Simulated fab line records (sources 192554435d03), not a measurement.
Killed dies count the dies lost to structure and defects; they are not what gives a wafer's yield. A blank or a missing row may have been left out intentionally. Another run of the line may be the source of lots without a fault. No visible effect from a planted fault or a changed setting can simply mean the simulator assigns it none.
Matching of chambers | flow n5-finfet | N5_BEOL_M11_CURE_71 on uv-cure-02 has 3 sister chambers
The step cures SiCOH lowk, time 240 s. 6 wafers are shown with their chamber, then 10 later ones without.

EACH WAFER AND ITS CHAMBER
wafer  | chamber | wafer_temp_C_max | lamp-power-pct (%)
L090.5 | 2       | 387.5            | 52.30
L090.6 | 2       | 387.4            | 52.25
L092.2 | 0       | 387.3            | 52.20
L092.5 | 0       | 387.7            | 52.28
L095.1 | 1       | 386.4            | 52.27
L095.4 | 1       | 386.6            | 52.31

WAFERS WHOSE CHAMBER IS MISSING
wafer  | wafer_temp_C_max | lamp-power-pct (%)
L095.6 | 386.7            | 52.37
L095.2 | 386.9            | 52.40
L095.3 | 386.8            | 52.33
L095.5 | 386.6            | 52.28
L097.1 | 386.9            | 52.34
L097.3 | 386.6            | 52.28
L097.6 | 386.8            | 52.31
L097.2 | 386.6            | 52.22
L097.4 | 386.5            | 52.39
L097.5 | 386.4            | 52.47

EACH ONE'S CHAMBER
wafer  | from the rows above          | in truth
L095.6 | 1                            | 1
L095.2 | can't be placed: 1 or 2 or 0 | 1
L095.3 | can't be placed: 1 or 2      | 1
L095.5 | 1                            | 1
L097.1 | can't be placed: 1 or 2 or 0 | 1
L097.3 | 1                            | 1
L097.6 | can't be placed: 1 or 2      | 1
L097.2 | 1                            | 1
L097.4 | 1                            | 1
L097.5 | 1                            | 1
Placed correctly: 6 of 10. From these rows, 4 cannot be placed; in 4 the true chamber is one of the candidates. Wrongly placed: 0.
How it was worked out, from the rows above alone: a wafer's distance from a chamber is the root of the sum, over the readings, of the square of ((its reading less the chamber's mean) divided by the reading's scatter). The wafer belongs to the nearest chamber; if the next one is less than 2 further off, it can't be placed. For every chamber, the mean is computed from those of its wafers that are shown. The scatter: take each reading less its chamber's mean, square it, sum over the shown wafers, divide by the number of wafers less the number of chambers, and take the root.
